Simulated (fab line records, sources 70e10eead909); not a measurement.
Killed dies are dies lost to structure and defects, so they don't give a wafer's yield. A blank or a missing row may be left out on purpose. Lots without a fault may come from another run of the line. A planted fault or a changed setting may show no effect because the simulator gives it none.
Which tool did it? | flow nand_harc | 24 lots, 72 wafers sampled, at 4 steps of a route of 1302

WHAT THE GAUGES READ, wafer by wafer
NHARC_A_M1_OVL_MEAS_10: pitch 240 nm.
lot  | measured     | on         | overlay_x_nm (nm) | overlay_y_nm (nm)
L074 | day 23 06:46 | overlay-02 | -1.1 -1.1 -1.0    | -0.2 -0.3 -1.0
L075 | day 23 07:49 | overlay-02 | -0.4 0.0 -0.2     | 1.2 1.3 0.7
L076 | day 23 16:13 | overlay-01 | -0.4 -0.5 -1.2    | -0.6 -0.9 -0.2
L078 | day 24 09:40 | overlay-02 | -0.6 -0.3 -1.5    | -1.2 -1.4 -1.6
L077 | day 24 10:35 | overlay-02 | 0.1 -0.4 -0.3     | 0.6 0.6 0.3
L079 | day 25 03:29 | overlay-01 | -0.5 -0.9 -0.8    | 0.2 0.8 0.1
L080 | day 25 09:07 | overlay-02 | -0.5 0.2 -0.3     | 0.9 0.2 1.4
L081 | day 25 13:36 | overlay-01 | -0.2 -0.3 -0.1    | -1.4 -0.7 -1.1
L083 | day 26 06:05 | overlay-01 | -0.4 -1.1 -0.8    | 0.1 0.0 -0.5
L082 | day 26 08:34 | overlay-01 | -0.8 -0.9 -0.8    | -1.0 -1.7 -1.1
L085 | day 27 03:49 | overlay-02 | -1.0 0.1 -0.1     | 1.1 1.3 0.7
L084 | day 27 07:43 | overlay-01 | 0.7 0.9 0.7       | 0.2 -0.3 -0.4
L086 | day 27 19:04 | overlay-01 | -0.4 -0.4 -0.5    | -1.4 -1.7 -2.3
L087 | day 28 10:28 | overlay-01 | -0.9 -0.6 -1.0    | -1.1 -1.1 -0.8
L089 | day 29 08:30 | overlay-01 | 0.2 0.6 0.6       | 0.0 -0.2 -0.3
L088 | day 29 09:28 | overlay-01 | 0.5 0.6 0.2       | 0.2 -0.7 0.0
L090 | day 30 01:47 | overlay-02 | -1.7 -1.6 -1.3    | -0.7 -0.8 -0.7
L091 | day 30 03:12 | overlay-02 | 0.4 1.0 0.3       | 0.6 0.0 0.0
L092 | day 31 02:34 | overlay-01 | 0.5 0.9 0.3       | 0.7 0.5 1.6
L093 | day 31 03:01 | overlay-01 | 0.5 0.6 -0.2      | -0.9 -0.4 -0.5
L095 | day 31 15:18 | overlay-01 | -0.8 0.0 -0.9     | 0.9 1.1 1.1
L096 | day 31 16:40 | overlay-02 | 0.1 0.1 0.3       | -2.0 -2.3 -2.3
L094 | day 32 00:46 | overlay-01 | 0.6 0.6 0.6       | 0.0 0.9 0.3
L097 | day 32 04:15 | overlay-02 | 0.8 0.4 0.7       | 0.4 0.4 0.1

WHICH TOOL RAN EACH LOT (tool, then ch and the chambers of the sampled wafers, then the start)
lot  | NHARC_A_BLC_CMP_25            | NHARC_A_M0_DEGAS_28          | NHARC_A_M0_ANNEAL_30
L074 | cmp-03 ch 1,2,3, day 23 01:26 | pvd_sputter-01, day 23 03:52 | rtp_anneal-01 ch 0, day 23 04:36
L075 | cmp-03 ch 0,2, day 23 02:37   | pvd_sputter-02, day 23 04:54 | rtp_anneal-01 ch 0, day 23 05:37
L076 | cmp-03 ch 1,2, day 23 10:34   | pvd_sputter-01, day 23 13:03 | rtp_anneal-02 ch 0, day 23 14:03
L078 | cmp-02 ch 1,2,3, day 24 03:54 | pvd_sputter-02, day 24 06:29 | rtp_anneal-02 ch 0, day 24 07:13
L077 | cmp-04 ch 1,3, day 24 04:57   | pvd_sputter-01, day 24 07:20 | rtp_anneal-01 ch 0, day 24 08:12
L079 | cmp-04 ch 0,1,2, day 24 21:58 | pvd_sputter-02, day 25 00:22 | rtp_anneal-01 ch 0, day 25 01:11
L080 | cmp-04 ch 1,2,3, day 25 03:37 | pvd_sputter-01, day 25 05:58 | rtp_anneal-01 ch 0, day 25 06:46
L081 | cmp-02 ch 0,1, day 25 07:45   | pvd_sputter-02, day 25 10:22 | rtp_anneal-01 ch 0, day 25 11:16
L083 | cmp-03 ch 0,1, day 26 00:39   | pvd_sputter-02, day 26 03:03 | rtp_anneal-02 ch 0, day 26 03:47
L082 | cmp-03 ch 1,2,3, day 26 02:53 | pvd_sputter-03, day 26 05:10 | rtp_anneal-01 ch 0, day 26 06:10
L085 | cmp-02 ch 1,3, day 26 22:40   | pvd_sputter-02, day 27 00:56 | rtp_anneal-01 ch 0, day 27 01:40
L084 | cmp-03 ch 1,3, day 27 02:28   | pvd_sputter-01, day 27 04:49 | rtp_anneal-02 ch 0, day 27 05:37
L086 | cmp-03 ch 0,1,3, day 27 13:37 | pvd_sputter-03, day 27 16:01 | rtp_anneal-02 ch 0, day 27 16:45
L087 | cmp-03 ch 0,2,3, day 28 05:02 | pvd_sputter-03, day 28 07:25 | rtp_anneal-01 ch 0, day 28 08:10
L089 | cmp-04 ch 1,2,3, day 29 03:16 | pvd_sputter-02, day 29 05:34 | rtp_anneal-01 ch 0, day 29 06:19
L088 | cmp-02 ch 0,1, day 29 04:08   | pvd_sputter-03, day 29 06:34 | rtp_anneal-01 ch 0, day 29 07:22
L090 | cmp-03 ch 1,3, day 29 20:22   | pvd_sputter-01, day 29 22:40 | rtp_anneal-01 ch 0, day 29 23:23
L091 | cmp-02 ch 1,2,3, day 29 21:45 | pvd_sputter-03, day 30 00:10 | rtp_anneal-02 ch 0, day 30 00:58
L092 | cmp-03 ch 1,2,3, day 30 21:04 | pvd_sputter-01, day 30 23:31 | rtp_anneal-02 ch 0, day 31 00:19
L093 | cmp-02 ch 0,1,2, day 30 21:32 | pvd_sputter-03, day 30 23:59 | rtp_anneal-01 ch 0, day 31 00:43
L095 | cmp-03 ch 1,2,3, day 31 10:05 | pvd_sputter-03, day 31 12:25 | rtp_anneal-02 ch 0, day 31 13:09
L096 | cmp-03 ch 0,2, day 31 11:10   | pvd_sputter-01, day 31 13:34 | rtp_anneal-02 ch 0, day 31 14:17
L094 | cmp-03 ch 0,1, day 31 19:20   | pvd_sputter-02, day 31 21:45 | rtp_anneal-02 ch 0, day 31 22:29
L097 | cmp-04 ch 0,1,3, day 31 22:47 | pvd_sputter-01, day 32 01:13 | rtp_anneal-01 ch 0, day 32 02:00
- NHARC_A_BLC_CMP_25: polishes, t overpolish 30 s, target thk 150 nm.
- NHARC_A_M0_DEGAS_28: time 60 s.
- NHARC_A_M0_ANNEAL_30: time 90 s.

WHAT THE TOOLS THEMSELVES READ (means of the sampled wafers that have a number; where no wafer has one, the mark that the record gives instead)
NHARC_A_BLC_CMP_25.
lot  | tool   | motor_current_A (A) | overpolish_run_s (s) | time_to_endpoint_s (s)
L074 | cmp-03 | 12.3                | 29.997               | 30.4
L075 | cmp-03 | 13.4                | 30.004               | 30.3
L076 | cmp-03 | 12.6                | 29.999               | 25.8
L078 | cmp-02 | 12.4                | 30.001               | 29.4
L077 | cmp-04 | 12.6                | 29.995               | 32.1
L079 | cmp-04 | 12.9                | 29.999               | 30.8
L080 | cmp-04 | 11.9                | 29.998               | 32.0
L081 | cmp-02 | 11.2                | 30.008               | 28.2
L083 | cmp-03 | 11.9                | 30.002               | 27.9
L082 | cmp-03 | 12.7                | 29.996               | 34.5
L085 | cmp-02 | 11.9                | 30.003               | 27.9
L084 | cmp-03 | 11.1                | 29.997               | 30.4
L086 | cmp-03 | 11.7                | 29.999               | 30.1
L087 | cmp-03 | 12.9                | 30.000               | 31.1
L089 | cmp-04 | 12.3                | 30.003               | 29.4
L088 | cmp-02 | 10.6                | 30.009               | 32.5
L090 | cmp-03 | 11.3                | 29.998               | 31.2
L091 | cmp-02 | 12.0                | 30.000               | 29.5
L092 | cmp-03 | 12.3                | 30.001               | 29.0
L093 | cmp-02 | 11.9                | 30.001               | 29.4
L095 | cmp-03 | 12.1                | 30.005               | 32.7
L096 | cmp-03 | 12.9                | 29.999               | 30.5
L094 | cmp-03 | 12.3                | 29.999               | 29.4
L097 | cmp-04 | 12.9                | 29.997               | 30.2

NHARC_A_M0_DEGAS_28.
lot  | tool           | heater_power_w (W)
L074 | pvd_sputter-01 | 358
L075 | pvd_sputter-02 | 312
L076 | pvd_sputter-01 | 375
L078 | pvd_sputter-02 | 345
L077 | pvd_sputter-01 | 356
L079 | pvd_sputter-02 | 343
L080 | pvd_sputter-01 | 354
L081 | pvd_sputter-02 | 312
L083 | pvd_sputter-02 | 333
L082 | pvd_sputter-03 | 316
L085 | pvd_sputter-02 | 326
L084 | pvd_sputter-01 | 348
L086 | pvd_sputter-03 | 328
L087 | pvd_sputter-03 | 348
L089 | pvd_sputter-02 | 314
L088 | pvd_sputter-03 | 326
L090 | pvd_sputter-01 | 335
L091 | pvd_sputter-03 | 318
L092 | pvd_sputter-01 | 338
L093 | pvd_sputter-03 | 323
L095 | pvd_sputter-03 | 304
L096 | pvd_sputter-01 | 324
L094 | pvd_sputter-02 | 351
L097 | pvd_sputter-01 | 339

NHARC_A_M0_ANNEAL_30.
lot  | tool          | wafer_temp_C_max
L074 | rtp_anneal-01 | 225.89
L075 | rtp_anneal-01 | 225.85
L076 | rtp_anneal-02 | 225.74
L078 | rtp_anneal-02 | 225.77
L077 | rtp_anneal-01 | 225.92
L079 | rtp_anneal-01 | 226.09
L080 | rtp_anneal-01 | 225.79
L081 | rtp_anneal-01 | 225.64
L083 | rtp_anneal-02 | 226.00
L082 | rtp_anneal-01 | 225.82
L085 | rtp_anneal-01 | 225.58
L084 | rtp_anneal-02 | 225.70
L086 | rtp_anneal-02 | 225.93
L087 | rtp_anneal-01 | 225.78
L089 | rtp_anneal-01 | 226.16
L088 | rtp_anneal-01 | 225.81
L090 | rtp_anneal-01 | 225.74
L091 | rtp_anneal-02 | 226.02
L092 | rtp_anneal-02 | 225.99
L093 | rtp_anneal-01 | 225.83
L095 | rtp_anneal-02 | 225.64
L096 | rtp_anneal-02 | 226.02
L094 | rtp_anneal-02 | 225.79
L097 | rtp_anneal-01 | 225.56

THE ANSWER, worked out from the rows above alone
Rule: what is usual is taken from the lots themselves. Put in order of their means at a reading, lots are off if they are a third of the lots or fewer, leave a main group of 4 or more, and stand apart from it by a gap of 3 or more times the standard deviation of the main group's means; of several such gaps the widest counts. A main group whose means are all the same, to the digits that the tables above print for the reading, isn't used. A lot without any number at a reading at which 4 lots or more have one is off too. The other lots that the step has rows for count as sound. The gauges are gone through in route order, then the tools' own readings, and for those a lot's mean is taken as printed above. The first step at which some lot is off is used, and at that step the reading that is off furthest; a lot without a number counts as furthest.
No lot is off at any reading shown: from this, nothing can be told.

WHAT THE SIMULATOR HAD PUT IN
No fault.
